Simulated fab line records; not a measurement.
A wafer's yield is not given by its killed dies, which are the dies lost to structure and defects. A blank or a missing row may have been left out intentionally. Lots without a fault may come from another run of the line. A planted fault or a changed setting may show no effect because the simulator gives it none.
fab line records	flow n5-finfet
record: lots: 7	wafers: 21
route steps=1938 shown BEOL_M1@758 BEOL_M3@957 BEOL_M5@1115 BEOL_M6@1221 BEOL_M7@1280
start-h: hours from the record's opening day to when the first of the lot's shown wafers began	wait-h: how many hours have passed since the lot's step before this one	" same as the row above	L1.1+2: a single row standing in for several wafers	- no value, or no start was given	* or withheld: withheld	< > ~ a bound
route shown NAME@n: names a module that has steps shown in the file, with the first one's number in the route	usual: mean/standard deviation taken from wafers without a fault	same: alike in all rows	chamber/n: place in a boat	sites: per-site readings	_std_site: standard deviation of those values	_edge_site: the outer-site mean with the inner-site mean subtracted	radius-mm: for every site, how far away it sits from the centre of the wafer	mask NAME#n: copy n	behind: tool/chamber where the wafer was last shaped	hold: why the lot went on hold/how many hours it stayed there/how the hold came to an end	device: transistor that didn't switch, given as n, p or np	end of line: the route-end tests of the same wafers	for a step that has no rows: nothing shown but its recipe	killed: not the wafer's yield, but the dies lost to structure and defects at the first sort	map: the dies of a wafer, with x for killed, . for not killed, _ for no die there
set.NAME: setting as actually run; set.NAME@STEP: the setting as run at that earlier step	model.NAME: the simulator's own value behind a step, which no gauge read
lots whose settings were changed on purpose; a table a step, a row a wafer
== steps ==
step: N5_BEOL_M1_COAT_05
recipe: resist: CAR-EUV	spin-rpm: 1500	resist-thk-nm: 30
lot.wafer	tool	chamber	start-h	wait-h	set.spin-rpm	model.CAR-EUV_of_BEOL_M1_COAT_05.thk-nm
L075.1+6	litho-track-03	0	-	-	1588	29.2
L075.2	"	0	"	"	1500	30
L081.1+3+6	litho-track-03	0	-	-	1500	30
L082.1+3	litho-track-05	0	-	-	1422	30.8
L082.5	"	0	"	"	1500	30
L083.2+4+6	litho-track-02	0	-	-	1500	30
L084.2+5	litho-track-03	0	-	-	1392	31
L084.6	"	0	"	"	1500	29.8
L087.3	litho-track-02	0	-	-	1500	30.2
L087.4+5	"	0	"	"	1606	29.2
L089.1+6	litho-track-03	0	-	-	1643	28.6
L089.5	"	0	"	"	1500	30.2
step: N5_BEOL_M1_EBR_07
recipe: solvent: PGMEA	ebr-width-mm: 1.5
step: N5_BEOL_M1_SOFTBAKE_06
recipe: temp-c: 110	time-s: 60	resist: CAR-EUV
step: N5_BEOL_M1_EXPOSE_08
recipe: mask-id: M1	na: 0.33	source-shape: dipole	sigma-inner: 0.369	sigma-outer: 0.767	polarization: unpolarized	dose-mj: 33
step: N5_BEOL_M1_PEB_09
recipe: peb-temp-c: 100	peb-time-s: 60	resist: CAR-EUV
step: N5_BEOL_M1_DEVELOP_10
recipe: develop-time-s: 30	developer: TMAH	resist: CAR-EUV	rinse-liquid: surfactant-rinse	dry: air-spin	dev-temp-c: 23
lot.wafer	tool	chamber	start-h	wait-h	set.spin-rpm@BEOL_M1_COAT_05	model.CAR-EUV_of_BEOL_M1_COAT_05.thk-nm
L075.1+6	litho-track-03	0	-	-	1588	28.8
L075.2	"	0	"	"	1500	29.6
L081.1	litho-track-02	0	-	-	1500	29.6
L081.3+6	"	0	"	"	1500	29.4
L082.1+3	litho-track-02	0	-	-	1422	30.4
L082.5	"	0	"	"	1500	29.6
L083.2+4+6	litho-track-05	0	-	-	1500	29.6
L084.2+5	litho-track-05	0	-	-	1392	30.6
L084.6	"	0	"	"	1500	29.4
L087.3	litho-track-02	0	-	-	1500	29.6
L087.4+5	"	0	"	"	1606	28.6
L089.1+6	litho-track-03	0	-	-	1643	28.2
L089.5	"	0	"	"	1500	29.6
step: N5_BEOL_M1_STRIP_75
recipe: chemistry: N2/H2	temp-c: 40	n2-flow-sccm: 200	h2-flow-sccm: 200	rf-frequency-hz: 6e+07
step: N5_BEOL_M1_STRIP_66
recipe: chemistry: CF4	resist: SiARC	power-w: 300	bias-power-w: 75	pressure-mtorr: 50	cf4-flow-sccm: 150	rf-frequency-hz: 6e+07
step: N5_BEOL_M1_HM_OPEN_17
recipe: chemistry: Cl2/BCl3	target-depth-a: 200	overetch-a: 60	target: TiN	mask-material: SOC	ion-energy-ev: 150	pressure-mtorr: 10	icp-w: 1000	bias-w: 126	Cl2_flow_sccm: 53.25	bcl3-flow-sccm: 21.75	Ar_flow_sccm: 25
lot.wafer	tool	chamber	start-h	wait-h	set.target-thk-a@BEOL_M1_HM_DEP_02	model.etch.depth-nm
L075.1	rie-metal-02	1	132.22	0.0	200	19.84
L075.2	"	0	"	"	200	19.86
L075.6	"	0	"	"	200	19.76
L081.1	rie-metal-01	1	161.43	0.0	200	20.14
L081.3	"	0	"	"	200	20.03
L081.6	"	1	"	"	200	20.19
L082.1	rie-metal-02	1	167.62	0.0	200	20.28
L082.3	"	0	"	"	181.9	18.4
L082.5	"	0	"	"	181.9	18.49
L083.2	rie-metal-03	0	173.96	0.0	200	20.15
L083.4+6	"	0	"	"	200	19.94
L084.2	rie-metal-02	0	183.30	0.0	192.1	19.37
L084.5	"	0	"	"	200	20.22
L084.6	"	1	"	"	192.1	19.67
L087.3	rie-metal-03	0	204.32	0.1	200	20.22
L087.4	"	1	"	"	218	21.93
L087.5	"	0	"	"	218	21.89
L089.1	rie-metal-03	1	219.48	0.0	200	19.91
L089.5	"	1	"	"	200	19.92
L089.6	"	0	"	"	182.2	17.96
step: N5_BEOL_M1_STRIP_19
recipe: chemistry: O2	power-w: 400	temp-c: 40	pressure-mtorr: 30	rf-frequency-hz: 6e+07	bias-power-w: 0	overash-fraction: 0.2	o2-flow-sccm: 225
step: N5_BEOL_M1_STRIP_83
recipe: chemistry: C4F6/O2	resist: SiARC	rf-frequency-hz: 6e+07
step: N5_BEOL_M1_STRIP_36
recipe: chemistry: N2/H2	power-w: 450	temp-c: 40	pressure-mtorr: 20	rf-frequency-hz: 6e+07	overash-fraction: 0.3	bias-power-w: 7	h2-frac: 0.5	n2-flow-sccm: 200	h2-flow-sccm: 200
step: N5_BEOL_M1_TRENCH_ETCH_37
recipe: chemistry: C4F6/O2	target-depth-a: 552.07	target: SiOC	time-s: 29	ion-energy-ev: 250	pressure-mtorr: 30	source-w: 355	bias-w: 185	Ar_flow_sccm: 300	C4F6_flow_sccm: 10	O2_flow_sccm: 10
lot.wafer	tool	chamber	start-h	wait-h	set.target-thk-a@BEOL_M1_HM_DEP_02	model.TiN_of_BEOL_M1_HM_DEP_02.thk-nm
L075.1+2+6	rie-diel-01	2,1,0	-	-	200	17.4
L081.1+6	rie-diel-01	3,0	-	-	200	17.8
L081.3	"	2	"	"	200	17.6
L082.1	rie-diel-01	3	-	-	200	17.8
L082.3	"	0	"	"	181.9	16
L082.5	"	2	"	"	181.9	16.2
L083.2	rie-diel-04	3	-	-	200	17.8
L083.4+6	"	1,0	"	"	200	17.6
L084.2	rie-diel-05	1	-	-	192.1	17.2
L084.5	"	0	"	"	200	17.8
L084.6	"	1	"	"	192.1	17.4
L087.3	rie-diel-05	1	-	-	200	18
L087.4+5	"	3,1	"	"	218	19.6
L089.1+5	rie-diel-01	0,3	-	-	200	17.6
L089.6	"	2	"	"	182.2	15.6
step: N5_BEOL_M3_COAT_67
recipe: resist: SOC	temp-c: 250	time-s: 60	spin-rpm: 1500	resist-thk-nm: 60
lot.wafer	tool	chamber	start-h	wait-h	set.spin-rpm	model.SOC_of_BEOL_M3_COAT_67.thk-nm
L075.1	litho-track-02	0	150.73	0.0	1594	58.2
L075.2+6	"	0	"	"	1594	58
L081.1	litho-track-04	0	193.54	0.0	1500	60.2
L081.3+6	"	0	"	"	1500	60
L082.1+5	litho-track-02	0	200.79	0.0	1374	63
L082.3	"	0	"	"	1500	60.2
L083.2	litho-track-03	0	206.54	0.0	1583	58.2
L083.4	"	0	"	"	1500	60
L083.6	"	0	"	"	1583	58.4
L084.2+5+6	litho-track-02	0	212.39	0.0	1500	60.2
L087.3	litho-track-04	0	226.27	0.0	1425	61.2
L087.4	"	0	"	"	1500	60
L087.5	"	0	"	"	1425	61.6
L089.1	litho-track-03	0	242.33	0.0	1500	60.4
L089.5+6	"	0	"	"	1599	58.4
step: N5_BEOL_M3_EXPOSE_25
recipe: mask-id: V2	na: 0.33	source-shape: quasar	sigma-inner: 0.2	sigma-outer: 0.8	polarization: unpolarized	defocus-nm: 5	dose-mj: 63
lot.wafer	tool	chamber	start-h	wait-h	mask	set.dose-mj
L075.1	euv-scanner-01	0	150.87	-	V2#0	65.49
L075.2+6	"	0	"	"	V2#0	63
L081.1+3+6	euv-scanner-01	0	193.68	-	V2#0	63
L082.1+3+5	euv-scanner-02	0	201.05	-	V2#0	63
L083.2+4+6	euv-scanner-02	0	206.68	-	V2#0	63
L084.2+6	euv-scanner-02	0	212.53	-	V2#0	59.08
L084.5	"	0	"	"	V2#0	63
L087.3	euv-scanner-02	0	226.55	-	V2#0	63
L087.4+5	"	0	"	"	V2#0	61.57
L089.1	euv-scanner-02	0	242.46	-	V2#0	63
L089.5+6	"	0	"	"	V2#0	61.31
step: N5_BEOL_M3_PEB_26
recipe: peb-temp-c: 100	peb-time-s: 60	resist: CAR-EUV
step: N5_BEOL_M3_DEVELOP_27
recipe: develop-time-s: 30	developer: TMAH	resist: CAR-EUV	rinse-liquid: surfactant-rinse	dry: air-spin	dev-temp-c: 23
step: N5_BEOL_M3_ALD_98
recipe: material: SiO2	target-thk-a: 25	temp-c: 100	ald-precursor-family: BDEAS	ald-co-reactant: O2-plasma	pulse-time-s: 1	co-reactant-pulse-time-s: 1	purge-time-s: 2	co-reactant-purge-time-s: 2	ald-cycles: 17	pressure-torr: 2
step: N5_BEOL_M3_ETCHBACK_99
recipe: chemistry: CHF3	target: SiO2	target-depth-a: 50	time-s: 10.4	source-w: 215	bias-w: 47	Ar_flow_sccm: 200	CHF3_flow_sccm: 12	ion-energy-ev: 100	pressure-mtorr: 30
step: N5_BEOL_M3_ETCH_70
recipe: chemistry: N2/H2	target: SOC	target-depth-a: 800	overetch-a: 160	mask-material: SiARC	temp-c: 40	time-s: 120	ion-energy-ev: 200	pressure-mtorr: 30	source-w: 840	bias-w: 150	n2-flow-sccm: 200	h2-flow-sccm: 200
lot.wafer	tool	chamber	start-h	wait-h	set.spin-rpm@BEOL_M3_COAT_67	model.etch.depth-nm
L075.1	rie-diel-04	2	152.83	0.0	1594	58.15
L075.2	"	3	"	"	1594	57.92
L075.6	"	0	"	"	1594	58.04
L081.1	rie-diel-01	3	194.84	0.0	1500	60.18
L081.3	"	0	"	"	1500	59.97
L081.6	"	3	"	"	1500	59.96
L082.1	rie-diel-05	0	204.85	0.0	1374	62.95
L082.3	"	2	"	"	1500	60.15
L082.5	"	1	"	"	1374	62.98
L083.2	rie-diel-01	1	216.46	0.0	1583	58.23
L083.4	"	0	"	"	1500	60.01
L083.6	"	3	"	"	1583	58.47
L084.2	rie-diel-05	3	222.16	0.0	1500	60.16
L084.5	"	1	"	"	1500	60.18
L084.6	"	2	"	"	1500	60.25
L087.3	rie-diel-04	0	229.08	0.0	1425	61.24
L087.4	"	2	"	"	1500	59.91
L087.5	"	0	"	"	1425	61.61
L089.1	rie-diel-04	3	255.10	0.0	1500	60.32
L089.5	"	2	"	"	1599	58.35
L089.6	"	1	"	"	1599	58.36
step: N5_BEOL_M3_STRIP_71
recipe: chemistry: N2/H2	temp-c: 40	n2-flow-sccm: 200	h2-flow-sccm: 200	rf-frequency-hz: 6e+07
step: N5_BEOL_M3_STRIP_78
recipe: chemistry: N2/H2	temp-c: 40	n2-flow-sccm: 200	h2-flow-sccm: 200	rf-frequency-hz: 6e+07
step: N5_BEOL_M3_VIA_ETCH_34
recipe: chemistry: C4F6/O2	target-depth-a: 694	mask-material: SOC	pressure-mtorr: 15	ion-energy-ev: 250	taper-deg: 4	time-s: 65.9	source-w: 350	bias-w: 170	Ar_flow_sccm: 300	C4F6_flow_sccm: 10	O2_flow_sccm: 10
lot.wafer	tool	chamber	start-h	wait-h	set.spin-rpm@BEOL_M3_COAT_67	model.SOC_of_BEOL_M3_COAT_67.thk-nm
L075.1+2+6	rie-diel-04	2,3,0	152.93	0.0	1594	50.2
L081.1	rie-diel-01	3	194.94	0.0	1500	51.8
L081.3	"	0	"	"	1500	52
L081.6	"	3	"	"	1500	51.6
L082.1	rie-diel-05	0	204.95	0.0	1374	54.6
L082.3	"	2	"	"	1500	52
L082.5	"	1	"	"	1374	55
L083.2+6	rie-diel-01	1,3	216.56	0.0	1583	50
L083.4	"	0	"	"	1500	52
L084.2	rie-diel-05	3	222.26	0.0	1500	52
L084.5+6	"	1,2	"	"	1500	52.2
L087.3	rie-diel-04	0	229.18	0.0	1425	53.4
L087.4	"	2	"	"	1500	52
L087.5	"	0	"	"	1425	53.8
L089.1	rie-diel-04	3	255.20	0.0	1500	52
L089.5	"	2	"	"	1599	50.4
L089.6	"	1	"	"	1599	50.2
step: N5_BEOL_M5_PECVD_70
recipe: material: SiO2	target-thk-a: 160	temp-c: 400	precursor: TEOS/O2	pressure-torr: 5.5	rf-w: 450	teos-flow-sccm: 53.8	gas: O2	flow-sccm: 3000	time-s: 18
lot.wafer	tool	chamber	start-h	wait-h	set.temp-c	model.SiO2_of_BEOL_M5_PECVD_70.thk-nm
L075.1	pecvd-02	1	169.45	0.0	400	15.6
L075.2	"	0	"	"	407.2	14.6
L075.6	"	1	"	"	400	16
L081.1+6	pecvd-03	0,1	210.95	0.0	400	16.2
L081.3	"	2	"	"	400	15.8
L082.1+5	pecvd-03	1,0	224.44	0.0	400	16
L082.3	"	2	"	"	400	15.2
L083.2	pecvd-01	1	232.73	0.0	382.2	17.6
L083.4	"	2	"	"	382.2	17.8
L083.6	"	1	"	"	400	16
L084.2	pecvd-02	0	240.10	0.0	400	15.4
L084.5	"	0	"	"	400	15.6
L084.6	"	1	"	"	400	16
L087.3+4	pecvd-01	2,0	243.76	0.0	387.4	17.4
L087.5	"	2	"	"	400	16.2
L089.1	pecvd-01	0	277.12	0.0	400	15.8
L089.5	"	2	"	"	400	16
L089.6	"	1	"	"	400	16.2
step: N5_BEOL_M5_TRENCH_ETCH_37
recipe: chemistry: C4F6/O2	target-depth-a: 716.52	target: SiCOH_lowk	time-s: 24.7	ion-energy-ev: 250	pressure-mtorr: 30	source-w: 345	bias-w: 185	Ar_flow_sccm: 300	C4F6_flow_sccm: 10	O2_flow_sccm: 10
usual: rf-vpp-V: 668/16
lot.wafer	tool	chamber	start-h	wait-h	set.source-w	rf-vpp-V
L075.1	rie-diel-01	1	-	-	345	668
L075.2	"	2	"	"	345	680
L075.6	"	0	"	"	345	682
L081.1	rie-diel-01	1	-	-	345	667
L081.3	"	3	"	"	345	665
L081.6	"	2	"	"	345	679
L082.1	rie-diel-05	3	-	-	406.6	590
L082.3	"	1	"	"	345	658
L082.5	"	2	"	"	345	659
L083.2	rie-diel-05	3	-	-	297.9	692
L083.4	"	1	"	"	297.9	709
L083.6	"	3	"	"	297.9	690
L084.2	rie-diel-01	3	-	-	345	664
L084.5	"	1	"	"	372.4	643
L084.6	"	2	"	"	372.4	654
L087.3	rie-diel-01	1	-	-	328	686
L087.4	"	0	"	"	345	681
L087.5	"	2	"	"	328	696
L089.1	rie-diel-05	2	-	-	299.5	708
L089.5	"	3	"	"	345	641
L089.6	"	0	"	"	299.5	742
step: N5_BEOL_M5_ETCH_41
recipe: chemistry: CH3F/O2	target: SiCN	target-depth-a: 315	taper-deg: 2	time-s: 56.7	ion-energy-ev: 120	mask-material: TiN	pressure-mtorr: 30	source-w: 395	bias-w: 75	Ar_flow_sccm: 150	CH3F_flow_sccm: 30	O2_flow_sccm: 20
step: N5_BEOL_M5_STRIP_91
recipe: chemistry: N2/H2	time-s: 10	power-w: 450	temp-c: 40	pressure-mtorr: 20	rf-frequency-hz: 6e+07	bias-power-w: 7	n2-flow-sccm: 200	h2-flow-sccm: 200
step: N5_BEOL_M5_HM_STRIP_39
recipe: chemistry: peroxide-tin-strip	material: TiN	target-depth-a: 250	temp-c: 50	time-s: 158
lot.wafer	tool	chamber	start-h	wait-h	set.temp-c@BEOL_M5_PECVD_70	model.SiO2_of_BEOL_M5_PECVD_70.thk-nm
L075.1	wet-bench-04	1	175.70	0.0	400	15.4
L075.2	"	0	"	"	407.2	14.6
L075.6	"	5	"	"	400	15.8
L081.1+6	wet-bench-02	3,2	215.00	0.0	400	16
L081.3	"	0	"	"	400	15.6
L082.1	wet-bench-05	2	227.87	0.0	400	15.8
L082.3	"	4	"	"	400	15.2
L082.5	"	3	"	"	400	16
L083.2	wet-bench-02	1	239.02	0.0	382.2	17.4
L083.4	"	3	"	"	382.2	17.6
L083.6	"	2	"	"	400	16
L084.2+5	wet-bench-04	0,5	245.07	0.0	400	15.4
L084.6	"	4	"	"	400	15.8
L087.3+4	wet-bench-04	4,2	246.98	0.0	387.4	17.2
L087.5	"	3	"	"	400	16
L089.1	wet-bench-04	0	283.36	0.0	400	15.6
L089.5+6	"	6,2	"	"	400	16
step: N5_BEOL_M5_ALD_86
recipe: material: TaN	target-thk-a: *	temp-c: 275	ald-precursor-family: PDMAT	ald-co-reactant: NH3	pressure-torr: 3	carrier-flow-sccm: 1500	pulse-time-s: 2	purge-time-s: 3	co-reactant-purge-time-s: 2	co-reactant-pulse-time-s: 3	ald-cycles: 30	precursor-vessel-temp-c: 75	precursor-vessel-pressure-torr: 26.25	precursor-vessel-carrier-sccm: 1000
lot.wafer	tool	chamber	start-h	wait-h	set.ald-cycles	model.TaN_of_BEOL_M5_ALD_86.thk-nm
L075.1+2	ald-metal-03	3,0	176.28	0.0	30	*
L075.6	"	1	"	"	28	*
L081.1+3+6	ald-metal-01	1,3,3	216.63	0.0	30	*
L082.1	ald-metal-03	3	229.21	0.1	30	*
L082.3+5	"	1	"	"	26	*
L083.2	ald-metal-03	1	241.11	0.0	26	*
L083.4	"	0	"	"	30	*
L083.6	"	3	"	"	26	*
L084.2+6	ald-metal-03	0,3	246.27	0.2	25	*
L084.5	"	0	"	"	30	*
L087.3+4	ald-metal-01	0,1	249.44	0.0	34	*
L087.5	"	3	"	"	30	*
L089.1	ald-metal-02	3	284.11	0.0	30	*
L089.5	"	1	"	"	25	*
L089.6	"	2	"	"	30	*
step: N5_BEOL_M6_COAT_22
recipe: resist: CAR-EUV	spin-rpm: 1500	resist-thk-nm: 30
lot.wafer	tool	chamber	start-h	wait-h	set.spin-rpm	model.CAR-EUV_of_BEOL_M6_COAT_22.thk-nm
L075.1	litho-track-02	0	-	-	1374	31.2
L075.2	"	0	"	"	1374	31.4
L075.6	"	0	"	"	1500	30
L081.1+3+6	litho-track-02	0	-	-	1500	30
L082.1	litho-track-02	0	-	-	1500	30.2
L082.3	"	0	"	"	1500	30
L082.5	"	0	"	"	1613	29
L083.2+4	litho-track-02	0	-	-	1500	30
L083.6	"	0	"	"	1374	31.4
L084.2+6	litho-track-02	0	-	-	1434	30.8
L084.5	"	0	"	"	1500	30
L087.3	litho-track-05	0	-	-	1500	29.8
L087.4+5	"	0	"	"	1500	30
L089.1+5+6	litho-track-05	0	-	-	1500	30
step: N5_BEOL_M6_EBR_24
recipe: solvent: PGMEA	ebr-width-mm: 1.5
step: N5_BEOL_M6_SOFTBAKE_23
recipe: temp-c: 110	time-s: 60	resist: CAR-EUV
step: N5_BEOL_M6_EXPOSE_25
recipe: mask-id: V5	na: 0.33	source-shape: annular	sigma-inner: 0.4	sigma-outer: 0.8	polarization: unpolarized	target-cd-nm: 40	dose-mj: 45
step: N5_BEOL_M6_PEB_26
recipe: peb-temp-c: 100	peb-time-s: 60	resist: CAR-EUV
step: N5_BEOL_M6_DEVELOP_27
recipe: develop-time-s: 30	developer: TMAH	resist: CAR-EUV	rinse-liquid: surfactant-rinse	dry: air-spin	dev-temp-c: 23
lot.wafer	tool	chamber	start-h	wait-h	set.spin-rpm@BEOL_M6_COAT_22	model.CAR-EUV_of_BEOL_M6_COAT_22.thk-nm
L075.1+2	litho-track-03	0	-	-	1374	30.8
L075.6	"	0	"	"	1500	29.6
L081.1+3+6	litho-track-05	0	-	-	1500	29.6
L082.1+3	litho-track-02	0	-	-	1500	29.6
L082.5	"	0	"	"	1613	28.6
L083.2+4	litho-track-02	0	-	-	1500	29.6
L083.6	"	0	"	"	1374	31
L084.2	litho-track-02	0	-	-	1434	30.2
L084.5	"	0	"	"	1500	29.6
L084.6	"	0	"	"	1434	30.4
L087.3+4	litho-track-03	0	-	-	1500	29.4
L087.5	"	0	"	"	1500	29.6
L089.1+5+6	litho-track-03	0	-	-	1500	29.6
step: N5_BEOL_M6_DESCUM_33
recipe: chemistry: O2	time-s: 7	source-power-w: 50	bias-power-w: 20	pressure-mtorr: 20	rf-frequency-hz: 2.712e+07	temp-c: 40	resist: CAR-EUV	o2-flow-sccm: 225
lot.wafer	tool	chamber	start-h	wait-h	set.spin-rpm@BEOL_M6_COAT_22	model.CAR-EUV_of_BEOL_M6_COAT_22.thk-nm
L075.1+2	rie-diel-02	3,0	187.27	0.2	1374	27.4
L075.6	"	0	"	"	1500	26
L081.1+3	rie-diel-02	3,1	226.59	0.0	1500	26
L081.6	"	3	"	"	1500	26.2
L082.1+3	rie-diel-03	1,0	240.43	0.0	1500	26.2
L082.5	"	0	"	"	1613	25.2
L083.2+4	rie-diel-06	2,1	251.99	0.1	1500	26
L083.6	"	0	"	"	1374	27.6
L084.2	rie-diel-06	0	258.22	0.0	1434	26.8
L084.5	"	1	"	"	1500	26
L084.6	"	0	"	"	1434	27
L087.3	rie-diel-03	2	260.43	0.0	1500	25.8
L087.4	"	1	"	"	1500	26
L087.5	"	0	"	"	1500	26.2
L089.1+5+6	rie-diel-06	2,3,2	295.61	0.0	1500	26
step: N5_BEOL_M7_ETCH_61
recipe: chemistry: CF4	target: SiARC	target-depth-a: 455	mask-material: CAR-ArF	time-s: 75.8	ion-energy-ev: 80	pressure-mtorr: 40	source-w: 545	bias-w: 36	Ar_flow_sccm: 100	cf4-flow-sccm: 100	ends: cleared
usual: rf-vpp-V: 184.2/1.1
lot.wafer	tool	chamber	start-h	wait-h	set.source-w	rf-vpp-V
L075.1	rie-diel-04	2	192.86	0.0	576.6	180.4
L075.2	"	3	"	"	545	184.2
L075.6	"	2	"	"	545	182.0
L081.1	rie-diel-01	3	234.77	0.0	545	184.7
L081.3	"	0	"	"	545	185.0
L081.6	"	1	"	"	545	184.3
L082.1	rie-diel-04	2	245.77	0.0	487.2	190.5
L082.3	"	3	"	"	487.2	192.8
L082.5	"	3	"	"	545	183.9
L083.2	rie-diel-05	0	259.81	0.0	518.5	188.1
L083.4	"	3	"	"	545	184.8
L083.6	"	1	"	"	518.5	185.7
L084.2	rie-diel-04	2	262.59	0.0	545	183.7
L084.5	"	1	"	"	545	184.9
L084.6	"	3	"	"	545	185.2
L087.3	rie-diel-01	3	265.73	0.0	545	184.4
L087.4	"	2	"	"	545	184.0
L087.5	"	0	"	"	545	184.7
L089.1	rie-diel-01	2	301.75	0.0	604.7	178.0
L089.5	"	1	"	"	545	184.7
L089.6	"	0	"	"	545	186.3
== key ==
split: step: N5_BEOL_M1_COAT_05	setting: spin-rpm	stated: 1500	by: wafer
response: step: N5_BEOL_M1_COAT_05	reading: model.CAR-EUV_of_BEOL_M1_COAT_05.thk-nm	change: -0.157	per: 1%	r: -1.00
response: step: N5_BEOL_M1_DEVELOP_10	reading: model.CAR-EUV_of_BEOL_M1_COAT_05.thk-nm	change: -0.149	per: 1%	r: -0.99
split: step: N5_BEOL_M3_COAT_67	setting: spin-rpm	stated: 1500	by: wafer
response: step: N5_BEOL_M3_COAT_67	reading: model.SOC_of_BEOL_M3_COAT_67.thk-nm	change: -0.313	per: 1%	r: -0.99
response: step: N5_BEOL_M3_ETCH_70	reading: model.etch.depth-nm	change: -0.315	per: 1%	r: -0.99
response: step: N5_BEOL_M3_VIA_ETCH_34	reading: model.SOC_of_BEOL_M3_COAT_67.thk-nm	change: -0.317	per: 1%	r: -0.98
split: step: N5_BEOL_M3_EXPOSE_25	setting: dose-mj	stated: 63	by: wafer
response none clear
split: step: N5_BEOL_M5_PECVD_70	setting: temp-c	stated: 400	by: wafer
response: step: N5_BEOL_M5_PECVD_70	reading: model.SiO2_of_BEOL_M5_PECVD_70.thk-nm	change: -0.41	per: 1%	r: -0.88
response: step: N5_BEOL_M5_HM_STRIP_39	reading: model.SiO2_of_BEOL_M5_PECVD_70.thk-nm	change: -0.372	per: 1%	r: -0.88
split: step: N5_BEOL_M5_TRENCH_ETCH_37	setting: source-w	stated: 345	by: wafer
response: step: N5_BEOL_M5_TRENCH_ETCH_37	reading: rf-vpp-V	change: -4.31	per: 1%	r: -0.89
split: step: N5_BEOL_M5_ALD_86	setting: ald-cycles	stated: 30	by: wafer
response: step: N5_BEOL_M5_ALD_86	reading: model.TaN_of_BEOL_M5_ALD_86.thk-nm	change: *	per: 1%	r: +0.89
split: step: N5_BEOL_M6_COAT_22	setting: spin-rpm	stated: 1500	by: wafer
response: step: N5_BEOL_M6_COAT_22	reading: model.CAR-EUV_of_BEOL_M6_COAT_22.thk-nm	change: -0.159	per: 1%	r: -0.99
response: step: N5_BEOL_M6_DEVELOP_27	reading: model.CAR-EUV_of_BEOL_M6_COAT_22.thk-nm	change: -0.149	per: 1%	r: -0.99
response: step: N5_BEOL_M6_DESCUM_33	reading: model.CAR-EUV_of_BEOL_M6_COAT_22.thk-nm	change: -0.169	per: 1%	r: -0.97
split: step: N5_BEOL_M7_ETCH_61	setting: source-w	stated: 545	by: wafer
response: step: N5_BEOL_M7_ETCH_61	reading: rf-vpp-V	change: -0.655	per: 1%	r: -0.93
split outside-this-file step=N5_BEOL_M1_HM_DEP_02 setting=target-thk-a
split outside-this-file: this setting was split too, and the file shows its column; the key of that split is in another file
